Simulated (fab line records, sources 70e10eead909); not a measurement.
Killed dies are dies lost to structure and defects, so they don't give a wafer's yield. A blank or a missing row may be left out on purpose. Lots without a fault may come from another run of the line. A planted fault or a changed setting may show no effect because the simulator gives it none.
Chamber matching | flow nand_harc | NHARC_A_SGD_CUT_DESCUM_14 on rie_diel-02: 4 sister chambers
The step chemistry O2, time 3 s. 8 wafers are shown with their chamber, then 7 later ones without.

WAFERS WITH THEIR CHAMBER
wafer  | chamber | showerhead_plenum_p_Torr (Torr) | drypump_motor_current_A (A)
L280.6 | 3       | 1.96                            | 5.76
L283.1 | 2       | 1.92                            | 5.99
L283.3 | 1       | 1.81                            | 5.73
L290.1 | 3       | 1.95                            | 5.79
L290.2 | 0       | 1.92                            | 5.52
L290.3 | 1       | 1.81                            | 5.69
L293.1 | 2       | 1.92                            | 5.95
L293.3 | 0       | 1.92                            | 5.51

WAFERS WITHOUT THEIR CHAMBER
wafer  | showerhead_plenum_p_Torr (Torr) | drypump_motor_current_A (A)
L293.5 | 1.92                            | 5.52
L294.1 | 1.95                            | 5.79
L294.4 | 1.81                            | 5.72
L294.6 | 1.92                            | 5.50
L298.2 | 1.92                            | 5.49
L298.3 | 1.95                            | 5.79
L298.6 | 1.81                            | 5.72

WHICH CHAMBER EACH WENT THROUGH
wafer  | from the rows above | in truth
L293.5 | 0                   | 0
L294.1 | 3                   | 3
L294.4 | 1                   | 1
L294.6 | 0                   | 0
L298.2 | 0                   | 0
L298.3 | 3                   | 3
L298.6 | 1                   | 1
Placed correctly: 7 of 7. Can't be placed from these rows: 0. Placed wrongly: 0.
How it was worked out, from the rows above alone: a wafer's distance from a chamber is the root of the sum, over the readings, of the square of ((its reading less the chamber's mean) divided by the reading's scatter). The wafer belongs to the nearest chamber; if the next one is less than 2 further off, it can't be placed. A chamber's mean is the mean of its shown wafers. The scatter: the root of (the sum of the squares of (reading less its chamber's mean) over the shown wafers, divided by (wafers less chambers)).
